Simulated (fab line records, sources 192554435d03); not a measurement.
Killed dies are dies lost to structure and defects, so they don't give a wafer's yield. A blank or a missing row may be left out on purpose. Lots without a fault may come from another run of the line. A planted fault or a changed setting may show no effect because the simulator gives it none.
fab line records | flow n5_finfet
record lots=5 wafers=15 last_day=18
route steps=1938 shown BEOL_M0@733 BEOL_M1@751 BEOL_M4@1111 PASSIVATION@1936
lots that met no fault: from a run of the same line without faults
start_h: hours from the record's first day to the start of the lot's first wafer shown | wait_h: hours since the lot's step before | " the same as in the row above | L1.1+2: a row that stands for several wafers | - no value, or no start given | * or withheld: withheld | < > ~ a bound
route shown NAME@n: a module of which the file shows steps, and the number in the route of the first | usual: mean/standard deviation of fault-free wafers | same: alike in all rows | chamber/n: place in a boat | sites: the reading at each site | _std_site: their standard deviation | _edge_site: outer sites' mean less inner sites' | radius_mm: how far each site lies from the wafer's centre | mask NAME#n: copy n | behind: the tool/chamber that last shaped the wafer | hold: why the lot was held/for how many hours/how that ended | device: the transistor (n, p or np) that didn't switch | end of line: the same wafers' tests at the end of the route | a step without rows: its recipe alone | killed: dies lost to structure and defects at the first sort, not the wafer's yield | map: a wafer's dies, x killed, . not, _ none there
set.NAME: the setting as run; set.NAME@STEP: as run at that earlier step | model.NAME: the simulator's own value behind a step, which no gauge read
lots at some steps of the route; a table a step, a row a wafer
services: from which hour (start_h, from the record's first day; less than 0 if before it) a tool's chamber was out of use, for how many hours, and why
## steps
# step N5_BEOL_M0_CVD_115
# recipe material=Co target_thk_a=* temp_c=withheld precursor=CCTBA/H2 pressure_torr=30 time_s=120
# step N5_BEOL_M0_SPUTTER_116
# recipe material=Cu target_thk_a=40 temp_c=-20 chamber_pressure_pa=0.07 power_w=withheld time_s=7.37
# usual throttle_valve_pct=30.3/1.2
# columns lot.wafer tool chamber start_h wait_h throttle_valve_pct
L652.1 pvd_sputter-01 - 136.83 2.7 30.7
L652.2 " - " " 31.0
L652.5 " - " " 29.7
L653.1 pvd_sputter-02 - 143.48 0.1 33.0
L653.2 " - " " 28.0
L653.3 " - " " 30.6
L655.2 pvd_sputter-02 - 151.75 0.5 30.0
L655.5 " - " " 30.1
L655.6 " - " " 28.4
L669.2 pvd_sputter-01 - 234.22 1.0 29.6
L669.3 " - " " 29.8
L669.6 " - " " 29.7
L670.1 pvd_sputter-01 - 247.00 0.1 30.6
L670.3 " - " " 30.0
L670.5 " - " " 30.7
# step N5_BEOL_M0_ANNEAL_117
# recipe temp_c=400 time_s=60 ambient=vacuum
# usual heater_power_w=836/91
# columns lot.wafer tool chamber start_h wait_h heater_power_w
L652.1 pvd_sputter-01 - 136.91 0.0 845
L652.2 " - " " 862
L652.5 " - " " 785
L653.1 pvd_sputter-02 - 143.56 0.0 1021
L653.2 " - " " 855
L653.3 " - " " 979
L655.2 pvd_sputter-02 - 151.83 0.0 797
L655.5 " - " " 757
L655.6 " - " " 875
L669.2 pvd_sputter-01 - 234.30 0.0 693
L669.3 " - " " 799
L669.6 " - " " 780
L670.1 pvd_sputter-01 - 247.08 0.0 869
L670.3 " - " " 704
L670.5 " - " " 875
# step N5_BEOL_M0_SPUTTER_132
# recipe material=Cu target_thk_a=40 temp_c=-20 chamber_pressure_pa=0.07 power_w=withheld time_s=7.37
# step N5_BEOL_M0_ANNEAL_133
# recipe temp_c=400 time_s=60 ambient=vacuum
# step N5_BEOL_M0_SPUTTER_134
# recipe material=Cu target_thk_a=40 temp_c=-20 chamber_pressure_pa=0.07 power_w=withheld time_s=7.37
# usual throttle_valve_pct=30.2/1.2
# columns lot.wafer tool chamber start_h wait_h throttle_valve_pct
L652.1 pvd_sputter-01 - 137.07 0.0 30.7
L652.2 " - " " 30.8
L652.5 " - " " 29.8
L653.1 pvd_sputter-02 - 143.72 0.0 33.1
L653.2 " - " " 28.1
L653.3 " - " " 30.7
L655.2 pvd_sputter-02 - 151.99 0.0 29.9
L655.5 " - " " 30.1
L655.6 " - " " 28.1
L669.2 pvd_sputter-01 - 234.46 0.0 30.1
L669.3 " - " " 30.1
L669.6 " - " " 29.7
L670.1 pvd_sputter-01 - 247.24 0.0 30.6
L670.3 " - " " 29.8
L670.5 " - " " 30.7
# step N5_BEOL_M0_ANNEAL_135
# recipe temp_c=400 time_s=60 ambient=vacuum
# step N5_BEOL_M0_SPUTTER_141
# recipe material=Cu target_thk_a=40 temp_c=-20 chamber_pressure_pa=0.07 power_w=withheld time_s=7.37
# usual throttle_valve_pct=30.2/1.2
# columns lot.wafer tool chamber start_h wait_h throttle_valve_pct
L652.1 pvd_sputter-01 - 137.19 0.0 30.7
L652.2 " - " " 30.5
L652.5 " - " " 29.8
L653.1 pvd_sputter-02 - 143.84 0.0 32.9
L653.2 " - " " 27.9
L653.3 " - " " 30.6
L655.2 pvd_sputter-02 - 152.11 0.0 30.0
L655.5 " - " " 30.4
L655.6 " - " " 28.2
L669.2 pvd_sputter-01 - 234.58 0.0 29.8
L669.3 " - " " 29.7
L669.6 " - " " 29.4
L670.1 pvd_sputter-01 - 247.36 0.0 30.8
L670.3 " - " " 29.8
L670.5 " - " " 31.0
# step N5_BEOL_M0_ECD_118
# recipe material=Cu target_thk_a=3000
# step N5_BEOL_M0_ANNEAL_119
# recipe temp_c=225 time_s=90 ambient=N2
# step N5_BEOL_M0_CMP_120
# recipe stop_on=SiOC t_overpolish_s=6.9 down_force_psi=1 platen_rpm=50 clearing_platen_down_force_psi=1.5 clearing_platen_rpm=50 post_cmp_clean=cu_alkaline clearing_platen_pad_velocity_m_s=0.99484 pad_velocity_m_s=0.99484
# step N5_BEOL_M0_PRE_CLEAN_131
# recipe gas=NH3/H2 time_s=15 temp_c=* rf_power_w=300
# usual heater_power_w=97/23
# columns lot.wafer tool chamber start_h wait_h heater_power_w
L652.1 cvd_co-02 0 138.11 0.1 79
L652.2 " 2 " " 109
L652.5 " 0 " " 80
L653.1 cvd_co-02 0 144.68 0.0 79
L653.2 " 2 " " 111
L653.3 " 1 " " 85
L655.2 cvd_co-02 1 152.93 0.0 88
L655.5 " 2 " " 108
L655.6 " 1 " " 84
L669.2 cvd_co-01 0 235.40 0.0 77
L669.3 " 2 " " 87
L669.6 " 2 " " 91
L670.1 cvd_co-01 0 248.30 0.0 76
L670.3 " 1 " " 149
L670.5 " 1 " " 148
# step N5_BEOL_M0_CO_CAP_123
# recipe material=Co target_thk_a=20 temp_c=200 precursor=CCTBA/H2 pressure_torr=30 time_s=102.1
# step N5_BEOL_M0_PRE_CLEAN_124
# recipe gas=NH3 time_s=15 temp_c=withheld rf_power_w=300
# step N5_BEOL_M0_DEP_125
# recipe material=SiCN target_thk_a=80 temp_c=withheld precursor=3MS/NH3 pressure_torr=3 rf_w=202 time_s=14
# step N5_BEOL_M0_RS_MEAS_126
# recipe thk_meas_gauge=four-point-probe reads=Co_of_BEOL_M0_CO_CAP_123+Cu_of_BEOL_M0_ECD_118+Co_of_BEOL_M0_CVD_115+TaN_of_BEOL_M0_ALD_136
# usual M0_RS=0.530/0.017
# columns lot.wafer tool chamber start_h wait_h M0_RS[ohm/sq]
L652.1 film_metro-01 - 138.33 0.0 0.546
L652.2 " - " " 0.534
L652.5 " - " " 0.536
L653.1 film_metro-01 - 144.90 0.0 0.531
L653.2 " - " " 0.530
L653.3 " - " " 0.510
L655.2 film_metro-02 - 153.18 0.1 0.512
L655.5 " - " " 0.520
L655.6 " - " " 0.520
L669.2 film_metro-01 - 235.63 0.1 0.525
L669.3 " - " " 0.535
L669.6 " - " " 0.517
L670.1 film_metro-02 - 248.55 0.1 0.525
L670.3 " - " " 0.522
L670.5 " - " " 0.511
# step N5_BEOL_M0_INSPECT_127
# recipe inspect_instrument=darkfield mode=post_dep
# usual raw_defect_count=69/19
# columns lot.wafer tool chamber start_h wait_h raw_defect_count
L652.1 defect_inspect-02 - 138.36 0.0 129
L652.2 " - " " 107
L652.5 " - " " 101
L653.1 defect_inspect-02 - 144.93 0.0 95
L653.2 " - " " 57
L653.3 " - " " 67
L655.2 defect_inspect-02 - 153.21 0.0 782
L655.5 " - " " 74
L655.6 " - " " 758
L669.2 defect_inspect-02 - 235.65 0.0 71
L669.3 " - " " 64
L669.6 " - " " 55
L670.1 defect_inspect-01 - 248.58 0.0 83
L670.3 " - " " 85
L670.5 " - " " 78
# step N5_BEOL_M1_ILD_DEP_00
# recipe material=SiOC target_thk_a=790 temp_c=350 precursor=DEMS/O2 pressure_torr=5 rf_w=500 time_s=15.3
# step N5_BEOL_M1_THK_MEAS_01
# recipe reads=SiOC_of_BEOL_M1_ILD_DEP_00
# usual M1_ILD_THK=79.1/0.92
# columns lot.wafer tool chamber start_h wait_h M1_ILD_THK[nm]
L652.1 film_metro-01 - 138.46 0.0 77.7
L652.2 " - " " 78.5
L652.5 " - " " 79.9
L653.1 film_metro-01 - 145.03 0.0 78.7
L653.2 " - " " 78.8
L653.3 " - " " 79.2
L655.2 film_metro-01 - 153.31 0.1 79.2
L655.5 " - " " 79.9
L655.6 " - " " 80.1
L669.2 film_metro-02 - 235.78 0.1 78.3
L669.3 " - " " 79.9
L669.6 " - " " 78.5
L670.1 film_metro-01 - 248.68 0.0 80.0
L670.3 " - " " 80.6
L670.5 " - " " 80.0
# step N5_BEOL_M1_PECVD_72
# recipe material=SiO2 target_thk_a=160 temp_c=400 precursor=TEOS/O2 pressure_torr=5.5 rf_w=450 teos_flow_sccm=53.8 gas=O2 flow_sccm=3000 time_s=18
# step N5_BEOL_M1_HM_DEP_02
# recipe material=TiN target_thk_a=200 temp_c=25 chamber_pressure_pa=0.49996
# usual throttle_valve_pct=30.3/1.1
# columns lot.wafer tool chamber start_h wait_h throttle_valve_pct
L652.1 pvd_sputter-02 - 138.57 0.0 30.0
L652.2 " - " " 30.6
L652.5 " - " " 30.5
L653.1 pvd_sputter-01 - 147.60 2.5 29.8
L653.2 " - " " 30.6
L653.3 " - " " 30.7
L655.2 pvd_sputter-01 - 153.92 0.6 29.5
L655.5 " - " " 29.8
L655.6 " - " " 30.8
L669.2 pvd_sputter-03 - 237.52 1.7 28.9
L669.3 " - " " 30.5
L669.6 " - " " 28.9
L670.1 pvd_sputter-03 - 249.31 0.6 30.0
L670.3 " - " " 30.6
L670.5 " - " " 28.9
# step N5_BEOL_M1_COAT_61
# recipe resist=SOC temp_c=250 time_s=60 spin_rpm=1500 resist_thk_nm=60
# step N5_BEOL_M1_COAT_62
# recipe resist=SiARC temp_c=220 time_s=60 spin_rpm=1500 resist_thk_nm=12
# step N5_BEOL_M1_COAT_73
# recipe resist=underlayer temp_c=205 time_s=60 spin_rpm=1500 resist_thk_nm=5
# step N5_BEOL_M1_COAT_05
# recipe resist=CAR-EUV spin_rpm=1500 resist_thk_nm=30
# step N5_BEOL_M1_EBR_07
# recipe solvent=PGMEA ebr_width_mm=1.5
# step N5_BEOL_M1_SOFTBAKE_06
# recipe temp_c=110 time_s=60 resist=CAR-EUV
# step N5_BEOL_M1_EXPOSE_08
# recipe mask_id=M1 na=0.33 source_shape=dipole sigma_inner=0.369 sigma_outer=0.767 polarization=unpolarized dose_mj=33
# step N5_BEOL_M1_PEB_09
# recipe peb_temp_c=100 peb_time_s=60 resist=CAR-EUV
# step N5_BEOL_M1_DEVELOP_10
# recipe develop_time_s=30 developer=TMAH resist=CAR-EUV rinse_liquid=surfactant_rinse dry=air_spin dev_temp_c=23
# step N5_BEOL_M1_CD_MEAS_11
# recipe target_cd_nm=17.05 landing_energy_ev=500 detector=se_inlens polarity=opening
# usual cd_nm=17.04/0.22
# columns lot.wafer tool chamber start_h wait_h cd_nm
L652.1 cd_sem-02 0 139.08 - 16.58
L652.2 " 0 " " 16.72
L652.5 " 0 " " 16.81
L653.1 cd_sem-03 0 148.15 - 16.94
L653.2 " 0 " " 16.86
L653.3 " 0 " " 17.13
L655.2 cd_sem-01 0 154.36 - 17.41
L655.5 " 0 " " 17.05
L655.6 " 0 " " 16.79
L669.2 cd_sem-01 0 238.03 - 17.06
L669.3 " 0 " " 16.80
L669.6 " 0 " " 16.34
L670.1 cd_sem-03 0 249.82 - 17.17
L670.3 " 0 " " 17.40
L670.5 " 0 " " 17.08
# step N5_BEOL_M1_OVL_MEAS_12
# recipe points_per_wafer=522
# usual M1_OVL=-0.1/0.62
# columns lot.wafer tool chamber start_h wait_h M1_OVL[nm]
L652.1 overlay-02 0 139.11 0.0 -0.3
L652.2 " 0 " " -0.2
L652.5 " 0 " " 0.1
L653.1 overlay-01 0 148.18 0.0 -0.7
L653.2 " 0 " " -0.6
L653.3 " 0 " " -1.0
L655.2 overlay-02 0 154.40 0.0 -0.3
L655.5 " 0 " " 0.0
L655.6 " 0 " " 0.5
L669.2 overlay-02 0 238.07 0.0 -0.4
L669.3 " 0 " " -0.5
L669.6 " 0 " " -0.3
L670.1 overlay-01 0 249.85 0.0 0.4
L670.3 " 0 " " 0.8
L670.5 " 0 " " 0.2
# step N5_BEOL_M1_INSPECT_13
# recipe mode=adi inspect_instrument=brightfield
# usual raw_defect_count=400/86
# columns lot.wafer tool chamber start_h wait_h raw_defect_count
L652.1 defect_inspect-02 - 139.17 0.1 475
L652.2 " - " " 459
L652.5 " - " " 316
L653.1 defect_inspect-01 - 148.24 0.1 357
L653.2 " - " " 330
L653.3 " - " " 320
L655.2 defect_inspect-01 - 154.45 0.0 1081
L655.5 " - " " 354
L655.6 " - " " 960
L669.2 defect_inspect-01 - 238.12 0.0 259
L669.3 " - " " 408
L669.6 " - " " 286
L670.1 defect_inspect-02 - 249.91 0.1 516
L670.3 " - " " 501
L670.5 " - " " 403
# step N5_BEOL_M1_DESCUM_16
# recipe chemistry=O2 time_s=7 source_power_w=50 bias_power_w=20 pressure_mtorr=20 rf_frequency_hz=2.712e+07 temp_c=40 resist=CAR-EUV o2_flow_sccm=225
# step N5_BEOL_M4_RC_MEAS_101
# usual DIBL_N=36.4/1.4 DIBL_P=36.3/1.8 IOFF_N=0.163/0.024 IOFF_P=0.21/0.034 ION_N=673/11 ION_P=461/7.4 SS_N=71.6/0.52 SS_P=73.3/0.58 VT_N=249.4/2.5 VT_P=-250/3.5
# columns lot.wafer tool chamber start_h wait_h DIBL_N[mV/V] DIBL_P[mV/V] IOFF_N[nA/um] IOFF_P[nA/um] ION_N[uA/um] ION_P[uA/um] SS_N[mV/dec] SS_P[mV/dec] VT_N[mV] VT_P[mV]
L652.1 prober-02 0 185.89 0.0 35.0 34.8 0.139 0.17 670 451 70.5 72.4 250.9 -254
L652.2 " 0 " " 37.5 38.6 0.190 0.22 685 464 71.5 73.7 244.7 -250
L652.5 " 0 " " 37.7 38.4 0.194 0.22 670 456 72.1 73.8 245.4 -251
L653.1 prober-02 0 191.89 0.0 38.0 37.4 0.181 0.27 675 467 72.0 73.6 246.9 -244
L653.2 " 0 " " 37.2 37.0 0.161 0.24 681 472 71.9 73.4 249.2 -246
L653.3 " 0 " " 37.8 37.5 0.179 0.27 684 478 72.3 73.7 246.0 -244
L655.2 prober-01 0 199.24 0.2 37.7 37.1 0.166 0.25 669 464 71.9 73.7 249.5 -245
L655.5 " 0 " " 38.9 37.6 0.185 0.28 674 470 72.0 73.3 250.3 -243
L655.6 " 0 " " 35.7 33.9 0.130 0.19 660 456 71.1 72.2 253.4 -252
L669.2 prober-01 0 286.57 0.2 37.4 37.1 0.166 0.23 674 464 72.2 73.5 248.7 -248
L669.3 " 0 " " 38.9 38.8 0.193 0.27 688 467 71.9 73.6 249.4 -247
L669.6 " 0 " " 39.5 39.1 0.201 0.27 686 471 72.2 74.1 247.1 -244
L670.1 prober-02 0 303.08 0.0 36.6 37.1 0.174 0.23 684 471 71.2 73.2 246.6 -247
L670.3 " 0 " " 34.5 33.6 0.128 0.18 667 461 70.7 71.8 250.9 -250
L670.5 " 0 " " 37.4 37.7 0.185 0.24 687 471 71.4 72.7 246.8 -248
# step N5_PASSIVATION_PROBE_49
# usual defect_limited_yield=91.4/1.6 killed_at_M0_to_M3=34/12 killed_at_M4_up=13/5.2 killed_at_contacts=11/5.5 killed_at_front_end=40/13 killed_at_other=3.4/2.7 killed_dies=102/19 killed_on_rim=13/4.3 killed_open=66/15 killed_short=33/7.9 sort_bin_5_function=5.1/1.1 sort_bin_6_memory=3.2/0.7 sort_n_pass=1078/19 sort_yield_pct=91.4/1.6
# same gross_dies=1180 killed_at_back_side=0 sort_bin_4_leakage[%]=0 sort_bin_8_speed[%]=0
# columns lot.wafer tool chamber start_h wait_h defect_limited_yield[%] killed_at_M0_to_M3 killed_at_M4_up killed_at_contacts killed_at_front_end killed_at_other killed_dies killed_on_rim killed_open killed_short sort_bin_5_function[%] sort_bin_6_memory[%] sort_n_pass sort_yield_pct[%]
L655.2 prober-01 - 310.83 0.1 78.1 178 13 5 58 4 258 20 96 37 14.4 5.1 922 78.1
L655.5 prober-01 - 310.98 0.2 92.4 31 16 5 37 1 90 11 61 29 5.1 2.3 1090 92.4
L655.6 prober-01 - 311.03 0.3 81.6 166 16 9 23 3 217 11 62 17 11.7 3.9 963 81.6
# killed by level:class
L655.2 BEOL_M0:unspecified=125 BEOL_M0_SAQP:geometric_particle:open=21 FIN_SAQP:geometric_particle:open=15 FIN_SAQP:geometric_particle:short=12 BEOL_M4:geometric_particle:open=11 BEOL_M0_SAQP:geometric_particle:short=10 DUMMY_GATE:geometric_particle:open=7 BEOL_M1:geometric_particle:open=7
L655.5 BEOL_M4:geometric_particle:open=14 BEOL_M3:geometric_particle:open=10 FIN_SAQP:geometric_particle:open=9 FIN_SAQP:geometric_particle:short=8 STARTING-WAFER:geometric_particle:short=6 BEOL_M2:geometric_particle:open=5 STI_FIN_REVEAL:geometric_particle:open=4 MOL_CONTACT_COAG:geometric_particle:open=4
L655.6 BEOL_M0:unspecified=138 BEOL_M3:geometric_particle:open=11 MOL_CONTACT_COAG:geometric_particle:open=7 BEOL_M4:geometric_particle:open=7 FIN_SAQP:geometric_particle:open=6 BEOL_M0_SAQP:geometric_particle:open=6 FIN_SAQP:geometric_particle:short=4 BEOL_M2:geometric_particle:open=4
# map L655.2 (x killed, . not)
_________________......x.....________________
______________.x....x..x........_____________
___________.........x..............__________
__________......x.....xx....x.x....._________
________....................x........._______
_______.....xx.............x.x.........______
______..................x.....x........._____
_____..........x................x..x.....____
____........x..x............xx...x...x....___
___..x......x....x....x....x........xx.x...__
___.......x............................x...__
__x.x........x.......x...................x.._
__......x....x..x..x.............x.........._
_...............x.....xxxxxx........x.....x.x
_.....x................xxx.xxxx.x...........x
_x..x.....x...........xx.xx.xxxx...x.........
_...x.x.x.x.........xxxxxxxxxx.x.x...........
_........x.........x.xxxxxxxxxxxx............
_x.....x...........xxxxxxxxxxxxx.x.......x.x.
_...x.....x.....x.x..xxxxxxxxxxxx..........x.
_x..................xxxxxxxxxxxx.x...........
__....x...x.x...x.x.xxxxxxxxxxxx.........x.x_
__....x....x......x.xxxxxxxxxxxx........x..._
___....x............xxxxxxxxxxxx.......x...__
___.............x..x.x..xxx.xx....x....x...__
____.......x.........xx.xx.xxx......x...xx___
_____......x......................x......____
______...xx.x.......x......x...........x_____
_______...................x.x..x.x.....______
________..x.................x........._______
__________.x..x...x...xxx..........._________
___________....xx.........x.x......__________
______________x......x......xx.._____________
_________________x....x.....x________________
# map L653.2 (x killed, . not)
_________________............________________
______________x.....x.....x....._____________
___________.......x...........x....__________
__________.........................._________
________.x.xxx...x...................x_______
_______.........................x......______
______............x..........x.........._____
_____.............xxx....................____
____......x......x.........x.........x....___
___....x.............x...........x.........__
___..........................x.............__
__........x.........x.x...........x....x...._
__...............xx...........x.....x......._
_.....x......x.............x.......x.......x.
_........................................x...
_.x..............xx.........xx..x.........x..
_....................x.x...................x.
_..x...x...........x...........x.............
_..x................x.....................x..
_..........x......x..x..x.x.............x....
_.......x.x...........x........x.............
__...x.............x.................x......_
__....x.....................x..............._
___................................x.......__
___..........x.............................__
____...........x..........x...............___
_____...................x..x..........x..____
______.............x....x......x........_____
_______.......x....................x.x.______
________..........x.....x............._______
__________.....................x..x._________
___________x.......x...............__________
______________............x....._____________
_________________..........x.________________
## services
# columns tool chamber start_h hours kind
cvd_co-02 1 114.67 - clean
cvd_co-02 1 114.67 22.0 scheduled_down
cvd_co-02 1 114.67 22.0 vent_cycle
pvd_sputter-03 - 134.61 4.0 repair
cvd_co-01 - 136.95 16.5 repair
cvd_co-01 - 206.43 0.5 repair
## key
first_sign step=N5_BEOL_M0_INSPECT_127 reading=raw_defect_count direction=up sigmas=37 usual=69 struck=770
effect step=N5_BEOL_M1_INSPECT_13 reading=raw_defect_count direction=up sigmas=7.2 usual=400 struck=1020
effect step=N5_PASSIVATION_PROBE_49 reading=killed_at_M0_to_M3 direction=up sigmas=12 usual=34 struck=172
more_kills_born_at N5_BEOL_M0_PRE_CLEAN_131@cvd_co-02=263
met_at N5_BEOL_M0_PRE_CLEAN_131
struck_wafers L655.2,L655.6
onset_between 144.68 152.93
fault kind=chamber_particle_source tool=cvd_co-02 chamber=1 onset_h=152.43 steps=N5_BEOL_M0_PRE_CLEAN_131 rate_per_visit_cm2=1.0291 end_h=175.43
